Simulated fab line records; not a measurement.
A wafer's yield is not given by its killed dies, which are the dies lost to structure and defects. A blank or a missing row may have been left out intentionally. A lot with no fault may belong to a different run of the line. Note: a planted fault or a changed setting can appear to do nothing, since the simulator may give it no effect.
Chamber matching / flow n5-finfet / N5_BEOL_M13_ILD_DEP_00 on pecvd-04: 3 sister chambers
The step deposits SiOC from DEMS/O2, target thk 837.92 nm, time 166.4 s. 6 wafers are shown with their chamber, then 10 later ones without.

## WAFERS WITH THEIR CHAMBER
wafer=L081.6; chamber=0; heater-power-w (W)=534; showerhead-plenum-p-Torr (Torr)=5.692
wafer=L090.1; chamber=0; heater-power-w (W)=623; showerhead-plenum-p-Torr (Torr)=5.676
wafer=L090.2; chamber=2; heater-power-w (W)=468; showerhead-plenum-p-Torr (Torr)=5.709
wafer=L090.4; chamber=1; heater-power-w (W)=398; showerhead-plenum-p-Torr (Torr)=5.683
wafer=L089.1; chamber=1; heater-power-w (W)=406; showerhead-plenum-p-Torr (Torr)=5.690
wafer=L089.4; chamber=2; heater-power-w (W)=520; showerhead-plenum-p-Torr (Torr)=5.685

## WAFERS WITH NO CHAMBER GIVEN
wafer=L089.6; heater-power-w (W)=321; showerhead-plenum-p-Torr (Torr)=5.681
wafer=L092.1; heater-power-w (W)=490; showerhead-plenum-p-Torr (Torr)=5.698
wafer=L092.4; heater-power-w (W)=593; showerhead-plenum-p-Torr (Torr)=5.686
wafer=L092.5; heater-power-w (W)=526; showerhead-plenum-p-Torr (Torr)=5.692
wafer=L093.3; heater-power-w (W)=366; showerhead-plenum-p-Torr (Torr)=5.698
wafer=L093.4; heater-power-w (W)=397; showerhead-plenum-p-Torr (Torr)=5.681
wafer=L093.6; heater-power-w (W)=513; showerhead-plenum-p-Torr (Torr)=5.694
wafer=L095.1; heater-power-w (W)=516; showerhead-plenum-p-Torr (Torr)=5.703
wafer=L095.3; heater-power-w (W)=400; showerhead-plenum-p-Torr (Torr)=5.684
wafer=L095.6; heater-power-w (W)=412; showerhead-plenum-p-Torr (Torr)=5.695

## EACH ONE'S CHAMBER
wafer=L089.6; from the rows above=1; in truth=1
wafer=L092.1; from the rows above=2; in truth=2
wafer=L092.4; from the rows above=0; in truth=0
wafer=L092.5; from the rows above=can't be placed: 2 or 0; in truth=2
wafer=L093.3; from the rows above=can't be placed: 1 or 2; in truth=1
wafer=L093.4; from the rows above=1; in truth=1
wafer=L093.6; from the rows above=can't be placed: 2 or 0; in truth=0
wafer=L095.1; from the rows above=can't be placed: 2 or 0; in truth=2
wafer=L095.3; from the rows above=1; in truth=1
wafer=L095.6; from the rows above=can't be placed: 1 or 2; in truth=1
5 of 10 placed correctly. From these rows, 5 cannot be placed; in 5 the true chamber is one of the candidates. 0 placed wrongly.
How it was worked out, from the rows above alone: a wafer's distance from a chamber is the root of the sum, over the readings, of the square of ((its reading less the chamber's mean) divided by the reading's scatter). The wafer belongs to the nearest chamber; if the next one is less than 2 further off, it can't be placed. Each chamber's mean is taken over the wafers shown for it. The scatter: the root of (the sum of the squares of (reading less its chamber's mean) over the shown wafers, divided by (wafers less chambers)).
